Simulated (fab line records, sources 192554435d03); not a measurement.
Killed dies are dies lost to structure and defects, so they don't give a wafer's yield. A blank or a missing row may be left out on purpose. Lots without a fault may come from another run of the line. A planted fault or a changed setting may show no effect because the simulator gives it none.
Chamber matching | flow n5_finfet | N5_BEOL_M6_CURE_74 on uv_cure-02: 3 sister chambers
The step cures SiCOH lowk, time 240 s. 6 wafers are shown with their chamber, then 12 later ones without.

WAFERS WITH THEIR CHAMBER
wafer  | chamber | wafer_temp_C_max | lamp_power_pct (%)
L086.3 | 0       | 387.2            | 52.24
L086.6 | 0       | 387.2            | 52.41
L092.2 | 2       | 386.0            | 52.29
L092.3 | 2       | 386.0            | 52.24
L089.3 | 1       | 387.0            | 52.31
L089.6 | 1       | 387.8            | 52.35

WAFERS WITHOUT THEIR CHAMBER
wafer  | wafer_temp_C_max | lamp_power_pct (%)
L094.1 | 386.5            | 52.34
L094.4 | 386.6            | 52.30
L094.5 | 386.3            | 52.34
L096.1 | 385.9            | 52.26
L096.2 | 386.3            | 52.33
L096.4 | 386.1            | 52.39
L095.1 | 387.6            | 52.33
L095.3 | 387.3            | 52.39
L095.5 | 387.7            | 52.42
L095.2 | 387.5            | 52.36
L095.4 | 387.4            | 52.38
L095.6 | 387.2            | 52.24

WHICH CHAMBER EACH WENT THROUGH
wafer  | from the rows above          | in truth
L094.1 | can't be placed: 2 or 0 or 1 | 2
L094.4 | can't be placed: 0 or 2 or 1 | 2
L094.5 | can't be placed: 2 or 0      | 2
L096.1 | 2                            | 2
L096.2 | can't be placed: 2 or 0      | 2
L096.4 | can't be placed: 2 or 0      | 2
L095.1 | can't be placed: 1 or 0      | 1
L095.3 | can't be placed: 1 or 0      | 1
L095.5 | can't be placed: 1 or 0      | 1
L095.2 | can't be placed: 1 or 0      | 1
L095.4 | can't be placed: 1 or 0      | 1
L095.6 | can't be placed: 0 or 1      | 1
Placed correctly: 1 of 12. Can't be placed from these rows: 11 (the true chamber is among the candidates in 11). Placed wrongly: 0.
How it was worked out, from the rows above alone: a wafer's distance from a chamber is the root of the sum, over the readings, of the square of ((its reading less the chamber's mean) divided by the reading's scatter). The wafer belongs to the nearest chamber; if the next one is less than 2 further off, it can't be placed. A chamber's mean is the mean of its shown wafers. The scatter: the root of (the sum of the squares of (reading less its chamber's mean) over the shown wafers, divided by (wafers less chambers)).
